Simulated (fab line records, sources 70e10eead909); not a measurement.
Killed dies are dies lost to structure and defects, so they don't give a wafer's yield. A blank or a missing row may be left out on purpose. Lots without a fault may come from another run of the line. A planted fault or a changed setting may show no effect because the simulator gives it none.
Chamber matching | flow nand_harc | NHARC_A_STAIRCASE_ETCH_169 on rie_diel-02: 4 sister chambers
The step etches the open film in CH3F/O2, target depth 50 nm, time 107.1 s. 8 wafers are shown with their chamber, then 11 later ones without.

WAFERS WITH THEIR CHAMBER
wafer  | chamber | drypump_motor_current_A (A) | showerhead_plenum_p_Torr (Torr)
L082.5 | 3       | 5.20                        | 2.51
L086.1 | 0       | 5.61                        | 2.30
L087.2 | 2       | 6.01                        | 2.37
L087.5 | 1       | 5.77                        | 2.61
L088.2 | 2       | 6.03                        | 2.37
L088.4 | 3       | 5.21                        | 2.50
L088.6 | 0       | 5.63                        | 2.29
L090.1 | 1       | 5.76                        | 2.60

WAFERS WITHOUT THEIR CHAMBER
wafer  | drypump_motor_current_A (A) | showerhead_plenum_p_Torr (Torr)
L090.3 | 5.21                        | 2.50
L090.6 | 5.77                        | 2.60
L093.1 | 6.01                        | 2.37
L093.3 | 5.80                        | 2.60
L093.5 | 5.61                        | 2.29
L092.3 | 6.00                        | 2.37
L092.4 | 5.78                        | 2.60
L092.6 | 6.00                        | 2.37
L097.2 | 5.77                        | 2.60
L097.3 | 5.20                        | 2.49
L097.6 | 5.61                        | 2.28

WHICH CHAMBER EACH WENT THROUGH
wafer  | from the rows above | in truth
L090.3 | 3                   | 3
L090.6 | 1                   | 1
L093.1 | 2                   | 2
L093.3 | 1                   | 1
L093.5 | 0                   | 0
L092.3 | 2                   | 2
L092.4 | 1                   | 1
L092.6 | 2                   | 2
L097.2 | 1                   | 1
L097.3 | 3                   | 3
L097.6 | 0                   | 0
Placed correctly: 11 of 11. Can't be placed from these rows: 0. Placed wrongly: 0.
How it was worked out, from the rows above alone: a wafer's distance from a chamber is the root of the sum, over the readings, of the square of ((its reading less the chamber's mean) divided by the reading's scatter). The wafer belongs to the nearest chamber; if the next one is less than 2 further off, it can't be placed. A chamber's mean is the mean of its shown wafers. The scatter: the root of (the sum of the squares of (reading less its chamber's mean) over the shown wafers, divided by (wafers less chambers)).
